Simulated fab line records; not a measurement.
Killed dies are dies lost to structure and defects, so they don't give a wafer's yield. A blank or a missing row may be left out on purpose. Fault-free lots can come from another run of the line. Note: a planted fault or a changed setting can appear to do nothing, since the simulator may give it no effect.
8D (eight disciplines) problem report, filled in by code    flow nand-harc    the parts of the form that need people (team, actions taken, sign-off) are left out

1. PROBLEM STATEMENT
Wafers without a fault read 299.8 nm, standard deviation 0.48; cd-nm at NHARC_A_SLIT_CD_MEAS_09 reads a mean of 304.0 nm on 12 wafers belonging to 4 lots. Measured from the usual mean, that is +8.8 standard deviations.
The step: target cd 300 nm.
Earliest sighting: wafer L191.1 on cd-sem-01 at day 23 13:38. Wafers with a number at this step in the record: 30, from 10 lots. Rule for "out", or "out of limits": more than 4 standard deviations from the usual mean. Any other wafer with a number is counted as sound.

2. WHAT IT IS AND WHAT IT IS NOT
question                     is                      is not
which readings at this step  cd-nm                   -
which lots                   L191, L192, L194, L197  L183, L188, L190, L195, L202, L203
which wafers of those lots   all that have a number  -
read on which gauges         cd-sem-01, cd-sem-03    cd-sem-02
when                         from day 23 13:38       up to then (9 sound wafers); but 9 sound wafers of L195, L202, L203 came after

3. WHAT RULES OUT EACH SUSPECT
Counting: a tool stays on the suspect list if, at a process step up to the reading, it processed all lots that are out and no sound lot following the first of them.
- the gauge at NHARC_A_SLIT_CD_MEAS_09 has been ruled out. The wafers that are out were read on 2 gauges (cd-sem-01, cd-sem-03).
- arfi-scanner-02 at NHARC_A_SLIT_EXPOSE_06 (exposes mask SLIT): kept. It ran every lot that is out, first L191 (day 23 13:29), and no sound lot after that; its last sound lot up to then is L190 (day 23 05:59). Its own readings are out on those wafers: exposure-dose-mJ-cm2.
The count leaves arfi-scanner-02 at NHARC_A_SLIT_EXPOSE_06.

4. THE CAUSE (what the simulator had put in)
Process parameters drifting: arfi-scanner-02 at NHARC_A_SLIT_EXPOSE_06, beginning at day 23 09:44. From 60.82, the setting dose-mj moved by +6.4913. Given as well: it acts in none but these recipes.
After counting, this tool was the only one left.

5. THE EFFECT CHAIN, in route order
Each row: a reading whose mean over the struck wafers that have a number lies more than 3 standard deviations from the usual. Only readings for which the record gives a usual standard deviation are gone through. hours: the time from each lot's start at the first step in this table that gives one to its start at this step, as a median over the lots. sigmas: the change in usual standard deviations.
hours  step                     reading               usual     on struck wafers  change  sigmas
0      NHARC_A_SLIT_EXPOSE_06   exposure-dose-mJ-cm2  60.83     65.92             +5.09   +81
0      NHARC_A_SLIT_CD_MEAS_09  cd-nm                 299.8 nm  304.0             +4.2    +8.8
It contains these process steps:
- NHARC_A_SLIT_EXPOSE_06: exposes mask SLIT.
Later measuring or inspecting steps at which every struck wafer that the step has a row for has a number for every such reading, and none has moved that far: NHARC_END_SORT_01.

6. WHAT WOULD HAVE CAUGHT IT SOONER
Counted from the fault's start at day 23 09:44, it took 4 hours until the first out-of-limits reading at a measuring or inspecting step in this record, taken at day 23 13:38.
The tool's own readings at NHARC_A_SLIT_EXPOSE_06 were out on every struck wafer that the step has a row for (exposure-dose-mJ-cm2): an alarm limit on them would have fired on the first of those.
Among the 4 lots that are out, L194, L197 began NHARC_A_SLIT_EXPOSE_06 on arfi-scanner-02 after day 23 13:38. A hold on the tool at that time would have spared those 2.
